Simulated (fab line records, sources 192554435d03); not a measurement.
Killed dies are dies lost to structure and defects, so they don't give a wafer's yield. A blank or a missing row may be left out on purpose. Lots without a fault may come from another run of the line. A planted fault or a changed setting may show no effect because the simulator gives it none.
Chamber matching | flow n5_finfet | N5_FIN_SAQP_DESCUM_21 on rie_diel-01: 4 sister chambers
The step chemistry O2, time 7.9 s. 8 wafers are shown with their chamber, then 10 later ones without.

WAFERS WITH THEIR CHAMBER
wafer  | chamber | drypump_motor_current_A (A) | throttle_valve_pct (%)
L079.2 | 2       | 4.9                         | 20.64
L081.2 | 1       | 6.2                         | 20.42
L081.6 | 0       | 5.4                         | 20.37
L082.1 | 3       | 5.6                         | 20.63
L082.2 | 1       | 6.1                         | 20.40
L082.6 | 2       | 4.9                         | 20.64
L087.1 | 3       | 5.6                         | 20.64
L087.2 | 0       | 5.4                         | 20.39

WAFERS WITHOUT THEIR CHAMBER
wafer  | drypump_motor_current_A (A) | throttle_valve_pct (%)
L087.3 | 6.1                         | 20.44
L092.1 | 6.1                         | 20.43
L092.4 | 5.6                         | 20.65
L092.5 | 5.4                         | 20.39
L093.1 | 4.9                         | 20.32
L093.4 | 5.4                         | 20.40
L093.6 | 5.4                         | 20.42
L096.3 | 6.1                         | 20.47
L096.4 | 5.4                         | 20.40
L096.6 | 5.4                         | 20.42

WHICH CHAMBER EACH WENT THROUGH
wafer  | from the rows above | in truth
L087.3 | 1                   | 1
L092.1 | 1                   | 1
L092.4 | 3                   | 3
L092.5 | 0                   | 0
L093.1 | 0                   | 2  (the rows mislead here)
L093.4 | 0                   | 0
L093.6 | 0                   | 0
L096.3 | 1                   | 1
L096.4 | 0                   | 0
L096.6 | 0                   | 0
Placed correctly: 9 of 10. Can't be placed from these rows: 0. Placed wrongly: 1.
How it was worked out, from the rows above alone: a wafer's distance from a chamber is the root of the sum, over the readings, of the square of ((its reading less the chamber's mean) divided by the reading's scatter). The wafer belongs to the nearest chamber; if the next one is less than 2 further off, it can't be placed. A chamber's mean is the mean of its shown wafers. The scatter: the root of (the sum of the squares of (reading less its chamber's mean) over the shown wafers, divided by (wafers less chambers)).
